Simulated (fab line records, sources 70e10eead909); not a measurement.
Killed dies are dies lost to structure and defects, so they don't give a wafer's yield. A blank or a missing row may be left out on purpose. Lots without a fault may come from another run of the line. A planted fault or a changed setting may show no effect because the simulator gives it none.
Chamber matching | flow nand_harc | NHARC_A_STAIRCASE_DESCUM_168 on rie_diel-03: 4 sister chambers
The step chemistry O2, time 3 s. 4 wafers are shown with their chamber, then 8 later ones without.

WAFERS WITH THEIR CHAMBER
wafer  | chamber | drypump_motor_current_A (A)
L087.5 | 0       | 5.4
L092.5 | 2       | 5.8
L092.6 | 1       | 4.7
L093.2 | 3       | 5.8

WAFERS WITHOUT THEIR CHAMBER
wafer  | drypump_motor_current_A (A)
L093.3 | 5.4
L093.5 | 4.7
L094.1 | 5.4
L094.3 | 5.8
L094.6 | 4.7
L095.1 | 5.9
L095.4 | 5.8
L095.5 | 5.9

WHICH CHAMBER EACH WENT THROUGH
wafer  | from the rows above     | in truth
L093.3 | 0                       | 0
L093.5 | 1                       | 1
L094.1 | 0                       | 0
L094.3 | can't be placed: 2 or 3 | 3
L094.6 | 1                       | 1
L095.1 | can't be placed: 2 or 3 | 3
L095.4 | can't be placed: 2 or 3 | 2
L095.5 | can't be placed: 2 or 3 | 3
Placed correctly: 4 of 8. Can't be placed from these rows: 4 (the true chamber is among the candidates in 4). Placed wrongly: 0.
How it was worked out, from the rows above alone: a wafer's distance from a chamber is the root of the sum, over the readings, of the square of ((its reading less the chamber's mean) divided by the reading's scatter). The wafer belongs to the nearest chamber; if the next one is less than 2 further off, it can't be placed. A chamber's mean is the mean of its shown wafers. The scatter: with one shown wafer a chamber, the root of the mean of the squares of how far each hidden wafer lies from its nearest shown one.
